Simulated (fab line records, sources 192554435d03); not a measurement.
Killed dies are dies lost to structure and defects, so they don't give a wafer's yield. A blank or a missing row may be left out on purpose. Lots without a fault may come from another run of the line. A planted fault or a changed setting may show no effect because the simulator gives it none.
Chamber matching | flow n5_finfet | N5_BEOL_M13_CMP_49 on cmp-02: 4 sister chambers
The step polishes, stops on SiOC, t overpolish 17.1 s, target thk 420 nm. 4 wafers are shown with their chamber, then 7 later ones without.

WAFERS WITH THEIR CHAMBER
wafer  | chamber | motor_current_A (A)
L088.2 | 2       | 6.2
L091.5 | 1       | 5.5
L093.2 | 3       | 6.5
L093.3 | 0       | 6.3

WAFERS WITHOUT THEIR CHAMBER
wafer  | motor_current_A (A)
L093.6 | 5.9
L095.4 | 5.5
L095.5 | 6.2
L095.6 | 6.4
L097.2 | 6.0
L097.3 | 6.5
L097.6 | 6.4

WHICH CHAMBER EACH WENT THROUGH
wafer  | from the rows above          | in truth
L093.6 | can't be placed: 2 or 0 or 1 | 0
L095.4 | 1                            | 1
L095.5 | can't be placed: 2 or 0      | 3
L095.6 | can't be placed: 3 or 0 or 2 | 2
L097.2 | can't be placed: 2 or 0      | 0
L097.3 | can't be placed: 3 or 0      | 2
L097.6 | can't be placed: 3 or 0 or 2 | 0
Placed correctly: 1 of 7. Can't be placed from these rows: 6 (the true chamber is among the candidates in 4). Placed wrongly: 0.
How it was worked out, from the rows above alone: a wafer's distance from a chamber is the root of the sum, over the readings, of the square of ((its reading less the chamber's mean) divided by the reading's scatter). The wafer belongs to the nearest chamber; if the next one is less than 2 further off, it can't be placed. A chamber's mean is the mean of its shown wafers. The scatter: with one shown wafer a chamber, the root of the mean of the squares of how far each hidden wafer lies from its nearest shown one.
